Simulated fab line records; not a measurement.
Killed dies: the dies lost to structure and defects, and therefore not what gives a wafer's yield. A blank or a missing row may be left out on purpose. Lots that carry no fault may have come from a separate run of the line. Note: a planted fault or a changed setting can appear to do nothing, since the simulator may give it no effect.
Which tool did it? ; flow nandHarc ; Sampling: 24 lots, 72 wafers, 3 of 1159 route steps

## WHAT THE GAUGES READ, wafer by wafer
NHARC_P_BONDPAD_CD_MEAS_09 targets a cd of 500 nm. Usual: 500.3 nm for cdNm, sd 2.7.
lot;measured;on;cdNm (nm);flag
L074;day 6 16:13;cdSem-03;499.6 497.5 500.6;
L075;day 6 17:23;cdSem-03;503.9 501.2 500.5;
L076;day 6 18:52;cdSem-02;502.4 502.6 500.5;
L077;day 7 07:26;cdSem-02;500.4 504.7 498.6;
L078;day 7 07:40;cdSem-01;499.7 498.3 496.8;
L079;day 7 08:40;cdSem-01;497.8 500.8 499.7;
L080;day 7 22:56;cdSem-03;499.2 505.6 502.0;
L081;day 8 03:04;cdSem-02;507.3 501.0 504.8;
L082;day 8 05:05;cdSem-02;498.7 495.5 504.5;
L083;day 8 17:55;cdSem-02;502.6 500.0 500.7;
L084;day 8 19:10;cdSem-02;500.0 502.4 502.9;
L087;day 9 11:58;cdSem-01;503.2 503.4 502.5;
L085;day 9 12:55;cdSem-01;496.0 495.7 498.2;
L086;day 9 13:05;cdSem-02;498.7 497.1 499.4;
L088;day 9 15:52;cdSem-02;498.7 504.3 500.5;
L089;day 10 09:50;cdSem-01;497.3 503.4 496.2;
L090;day 10 14:51;cdSem-02;501.5 498.0 505.6;
L091;day 10 17:05;cdSem-03;501.9 498.8 502.0;
L092;day 10 23:46;cdSem-01;501.9 498.4 501.5;
L093;day 11 00:17;cdSem-02;497.7 498.3 496.7;
L094;day 11 00:38;cdSem-03;502.1 502.4 503.5;
L095;day 11 16:37;cdSem-02;498.5 496.7 496.8;
L097;day 12 02:19;cdSem-03;501.7 502.0 502.0;
L096;day 12 04:14;cdSem-03;499.9 496.2 504.4;

## WHICH TOOL RAN EACH LOT (tool, then ch and the chambers of the sampled wafers, then the start)
lot;NHARC_P_M2_PRE_CLEAN_30;NHARC_P_M2_PVD_21
L074;pvdSputter-02, day 6 16:13 or earlier;pvdSputter-02, day 6 16:13 or earlier
L075;pvdSputter-03, day 6 17:23 or earlier;pvdSputter-03, day 6 17:23 or earlier
L076;pvdSputter-03, day 6 18:52 or earlier;pvdSputter-03, day 6 18:52 or earlier
L077;pvdSputter-02, day 7 07:26 or earlier;pvdSputter-02, day 7 07:26 or earlier
L078;pvdSputter-02, day 7 07:40 or earlier;pvdSputter-02, day 7 07:40 or earlier
L079;pvdSputter-02, day 7 08:40 or earlier;pvdSputter-02, day 7 08:40 or earlier
L080;pvdSputter-02, day 7 22:56 or earlier;pvdSputter-02, day 7 22:56 or earlier
L081;pvdSputter-02, day 8 03:04 or earlier;pvdSputter-02, day 8 03:04 or earlier
L082;pvdSputter-03, day 8 05:05 or earlier;pvdSputter-03, day 8 05:05 or earlier
L083;pvdSputter-02, day 8 17:55 or earlier;pvdSputter-02, day 8 17:55 or earlier
L084;pvdSputter-02, day 8 19:10 or earlier;pvdSputter-02, day 8 19:10 or earlier
L087;pvdSputter-02, day 9 11:58 or earlier;pvdSputter-02, day 9 11:58 or earlier
L085;pvdSputter-02, day 9 12:55 or earlier;pvdSputter-02, day 9 12:55 or earlier
L086;pvdSputter-01, day 9 13:05 or earlier;pvdSputter-01, day 9 13:05 or earlier
L088;pvdSputter-01, day 9 15:52 or earlier;pvdSputter-01, day 9 15:52 or earlier
L089;pvdSputter-01, day 10 09:50 or earlier;pvdSputter-01, day 10 09:50 or earlier
L090;pvdSputter-01, day 10 14:51 or earlier;pvdSputter-01, day 10 14:51 or earlier
L091;pvdSputter-02, day 10 17:05 or earlier;pvdSputter-02, day 10 17:05 or earlier
L092;pvdSputter-02, day 10 23:46 or earlier;pvdSputter-02, day 10 23:46 or earlier
L093;pvdSputter-01, day 11 00:17 or earlier;pvdSputter-01, day 11 00:17 or earlier
L094;pvdSputter-01, day 11 00:38 or earlier;pvdSputter-01, day 11 00:38 or earlier
L095;pvdSputter-03, day 11 16:37 or earlier;pvdSputter-03, day 11 16:37 or earlier
L097;pvdSputter-03, day 12 02:19 or earlier;pvdSputter-03, day 12 02:19 or earlier
L096;pvdSputter-02, day 12 04:14 or earlier;pvdSputter-02, day 12 04:14 or earlier
- NHARC_P_M2_PRE_CLEAN_30: time 30 s.
- NHARC_P_M2_PVD_21: deposits Cu, target thk 30 nm, time 20.49 s.

## WHAT THE TOOLS THEMSELVES READ (means of the sampled wafers that have a number; where no wafer has one, the mark that the record gives instead)
NHARC_P_M2_PRE_CLEAN_30. Usual: 389 W for heaterPowerW, sd 29.
lot;tool;heaterPowerW (W);flag
L074;pvdSputter-02;364;
L075;pvdSputter-03;394;
L076;pvdSputter-03;396;
L077;pvdSputter-02;371;
L078;pvdSputter-02;367;
L079;pvdSputter-02;369;
L080;pvdSputter-02;362;
L081;pvdSputter-02;367;
L082;pvdSputter-03;398;
L083;pvdSputter-02;384;
L084;pvdSputter-02;381;
L087;pvdSputter-02;380;
L085;pvdSputter-02;390;
L086;pvdSputter-01;399;
L088;pvdSputter-01;405;
L089;pvdSputter-01;407;
L090;pvdSputter-01;425;
L091;pvdSputter-02;383;
L092;pvdSputter-02;371;
L093;pvdSputter-01;396;
L094;pvdSputter-01;413;
L095;pvdSputter-03;404;
L097;pvdSputter-03;398;
L096;pvdSputter-02;386;

NHARC_P_M2_PVD_21. Usual: 30.0 % for throttleValvePct, sd 0.89.
lot;tool;throttleValvePct (%);flag
L074;pvdSputter-02;30.0;
L075;pvdSputter-03;30.4;
L076;pvdSputter-03;29.7;
L077;pvdSputter-02;30.1;
L078;pvdSputter-02;30.6;
L079;pvdSputter-02;30.3;
L080;pvdSputter-02;29.7;
L081;pvdSputter-02;30.1;
L082;pvdSputter-03;29.3;
L083;pvdSputter-02;29.6;
L084;pvdSputter-02;30.2;
L087;pvdSputter-02;30.5;
L085;pvdSputter-02;30.3;
L086;pvdSputter-01;29.9;
L088;pvdSputter-01;30.3;
L089;pvdSputter-01;30.4;
L090;pvdSputter-01;29.4;
L091;pvdSputter-02;29.9;
L092;pvdSputter-02;29.9;
L093;pvdSputter-01;30.2;
L094;pvdSputter-01;30.0;
L095;pvdSputter-03;29.7;
L097;pvdSputter-03;30.3;
L096;pvdSputter-02;30.4;

## THE ANSWER, worked out from the rows above alone
Rule: a lot counts as off when the mean over its wafers that have a number is more than 3 standard deviations away from the usual mean. Also off: a lot with no number at a reading for which 4 or more lots have one. Where the step has rows for the other lots, those lots are counted as sound. The gauges are gone through in route order, then the tools' own readings, and for those a lot's mean is taken as printed above. The first step at which some lot is off is used, and at that step the reading that is off furthest; a lot without a number counts as furthest.
Nothing can be told from this: no lot is off at any reading shown.

## WHAT HAD BEEN PUT IN BY THE SIMULATOR
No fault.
